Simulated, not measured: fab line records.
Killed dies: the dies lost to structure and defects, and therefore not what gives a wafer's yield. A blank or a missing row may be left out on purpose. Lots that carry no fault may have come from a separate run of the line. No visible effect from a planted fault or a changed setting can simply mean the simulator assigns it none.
Struck lot and sound lot, side by side || flow n5 finfet || 19 out of 1938 route steps
Sound: wafers L716.1, L716.4, L716.5. Wafers L732.3, L732.4, L732.5 were the ones struck. At the end, the cause is stated.
At each step with rows: each side's tool, then ch and its chambers, then its first start. Under that, the readings that differ: sound wafers || struck wafers || difference of the means || sigmas: that difference in standard deviations of wafers without a fault.
alike: same words and numbers on both sides, and readings whose means sit less than 2 such deviations apart. not compared: any withheld reading, any reading some wafer has no value for, any bound like >300 that may hide the same value, and any number with overlapping values for which the record gives no deviation.
The two part at a step that has a row with sigmas, a row that says differs or no value, or rows on one side only. When numbers do not overlap yet have no deviation, they are printed without sigmas and do not part them. A reading missing from all wafers of one side parts the sides only when that side holds two or more wafers.

first, 9 steps without rows for these wafers: N5_BEOL_M7_DESCUM_16 (chemistry O2, time 7.9 s); N5_BEOL_M7_ETCH_61 (etches SiARC in CF4, target depth 45.5 nm, time 75.8 s); N5_BEOL_M7_ETCH_62 (etches SOC in N2/H2, target depth 110 nm, overetch 22 nm, time 165 s); N5_BEOL_M7_STRIP_68 (strips in N2/H2); N5_BEOL_M7_STRIP_67 (strips in CF4); N5_BEOL_M7_HM_OPEN_17 (chemistry Cl2/BCl3, target TiN, target depth 20 nm, overetch 6 nm); N5_BEOL_M7_STRIP_19 (strips in O2); N5_BEOL_M7_COAT_63 (time 60 s, resist thk 60 nm); N5_BEOL_M7_COAT_64 (time 60 s, resist thk 12 nm).
N5_BEOL_M7_COAT_71: time 60 s, resist thk 5 nm.
  sound on litho track-05 ch 0, day 9 07:54; struck on litho track-05 ch 0, day 13 05:39
{"reading": "spin speed rpm (rpm)", "sound": "1501.0 1499.7 1500.4", "struck": "1570.6 1571.4 1570.2", "difference": "+70.4", "sigmas": "+70"}
  alike: chill plate temp C
then, 7 steps without rows for these wafers: N5_BEOL_M7_COAT_22 (resist thk 30 nm); N5_BEOL_M7_EBR_24; N5_BEOL_M7_SOFTBAKE_23 (time 60 s); N5_BEOL_M7_EXPOSE_25 (exposes mask V6, target cd 40 nm); N5_BEOL_M7_PEB_26 (peb time 60 s); N5_BEOL_M7_DEVELOP_27 (develop time 30 s); N5_BEOL_M7_DESCUM_33 (chemistry O2, time 7 s).
N5_BEOL_M7_ETCH_72: etches underlayer in N2/H2, target depth 6.5 nm, time 5.2 s.
  sound on rie diel-04 ch 0,3, day 9 08:44; struck on rie diel-06 ch 0,2,3, day 13 06:22
{"reading": "model.etch.depth nm (nm)", "sound": "4.982 4.971 4.978", "struck": "4.871 4.885 4.885", "difference": -0.097, "sigmas": ""}
  alike: drypump motor current A, etch rf on time s, h2 flow sccm, n2 flow sccm, oes product au, rf vpp V, showerhead plenum p Torr, throttle valve pct
  not compared: rf hours counter h
then, 1 step without rows for these wafers: N5_BEOL_M7_ETCH_65 (etches SiARC in CF4, target depth 15.6 nm, time 26 s).

== WHERE THEY PART ==
Within this record, at N5_BEOL_M7_COAT_71 only. Later steps at which nothing parts them and some readings are alike: N5_BEOL_M7_ETCH_72.

WHY: what had been put in by the simulator
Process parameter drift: litho track-05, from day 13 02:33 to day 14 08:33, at N5_BEOL_M7_COAT_71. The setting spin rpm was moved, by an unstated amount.
